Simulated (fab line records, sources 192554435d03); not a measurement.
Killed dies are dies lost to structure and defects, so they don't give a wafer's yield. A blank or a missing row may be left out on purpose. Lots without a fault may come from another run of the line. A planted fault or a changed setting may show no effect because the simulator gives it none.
Chamber matching | flow n5_finfet | N5_GATE_CUT_ETCH_37 on rie_diel-02: 4 sister chambers
The step etches SOC in N2/H2, target depth 60 nm, overetch 12 nm, time 90 s. 4 wafers are shown with their chamber, then 12 later ones without.

WAFERS WITH THEIR CHAMBER
wafer  | chamber | showerhead_plenum_p_Torr (Torr)
L083.5 | 3       | 2.51
L089.1 | 2       | 2.54
L090.5 | 1       | 2.49
L090.6 | 0       | 2.61

WAFERS WITHOUT THEIR CHAMBER
wafer  | showerhead_plenum_p_Torr (Torr)
L092.1 | 2.61
L092.2 | 2.49
L092.3 | 2.54
L092.4 | 2.51
L092.5 | 2.51
L092.6 | 2.61
L094.1 | 2.50
L094.2 | 2.61
L094.3 | 2.54
L096.1 | 2.49
L096.5 | 2.50
L096.6 | 2.54

WHICH CHAMBER EACH WENT THROUGH
wafer  | from the rows above     | in truth
L092.1 | 0                       | 0
L092.2 | 1                       | 1
L092.3 | 2                       | 2
L092.4 | 3                       | 3
L092.5 | 3                       | 3
L092.6 | 0                       | 0
L094.1 | can't be placed: 1 or 3 | 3
L094.2 | 0                       | 0
L094.3 | 2                       | 2
L096.1 | 1                       | 1
L096.5 | can't be placed: 1 or 3 | 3
L096.6 | 2                       | 2
Placed correctly: 10 of 12. Can't be placed from these rows: 2 (the true chamber is among the candidates in 2). Placed wrongly: 0.
How it was worked out, from the rows above alone: a wafer's distance from a chamber is the root of the sum, over the readings, of the square of ((its reading less the chamber's mean) divided by the reading's scatter). The wafer belongs to the nearest chamber; if the next one is less than 2 further off, it can't be placed. A chamber's mean is the mean of its shown wafers. The scatter: with one shown wafer a chamber, the root of the mean of the squares of how far each hidden wafer lies from its nearest shown one.
